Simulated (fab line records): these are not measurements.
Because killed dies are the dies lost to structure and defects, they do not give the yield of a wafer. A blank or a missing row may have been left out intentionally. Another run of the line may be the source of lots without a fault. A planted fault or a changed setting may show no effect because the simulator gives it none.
Which of the tools did it? | flow n5Finfet | route of 1938 steps, sampled at 1 step: 12 lots, 36 wafers

WHAT EACH GAUGE READ, for each wafer
N5_BEOL_M4_INSPECT_30: inspects for defects (brightfield).
lot  | measured     | on               | rawDefectCount
L075 | day 8 05:11  | defectInspect-02 | 314 428 312
L076 | day 8 10:53  | defectInspect-02 | 480 453 447
L079 | day 8 20:17  | defectInspect-02 | 383 561 432
L082 | day 9 18:31  | defectInspect-01 | 435 521 542
L083 | day 9 20:02  | defectInspect-01 | 406 450 373
L085 | day 10 17:59 | defectInspect-02 | 349 399 253
L088 | day 11 09:28 | defectInspect-01 | 345 419 341
L089 | day 11 15:14 | defectInspect-01 | 450 393 286
L092 | day 11 22:16 | defectInspect-01 | 355 529 502
L093 | day 12 19:35 | defectInspect-02 | 350 365 239
L096 | day 13 11:59 | defectInspect-02 | 382 343 303
L097 | day 13 14:14 | defectInspect-01 | 572 465 330

WHAT TOOL EACH LOT RAN ON (gives the tool, then ch and the chambers of the sampled wafers, and finally the start)
There is no process step in the record ahead of these readings.

THE ANSWER, worked out from the rows above alone
Rule: usual is defined by the lots themselves. Put in order of their means at a reading, lots are off if they are a third of the lots or fewer, leave a main group of 4 or more, and stand apart from it by a gap of 3 or more times the standard deviation of the main group's means; of several such gaps the widest counts. A main group whose means are all the same, to the digits that the tables above print for the reading, isn't used. Also off: a lot with no number at a reading for which 4 or more lots have one. All remaining lots with rows at the step are treated as sound.
Nothing can be told from this: no lot is off at any reading shown.

WHAT HAD BEEN PUT IN BY THE SIMULATOR
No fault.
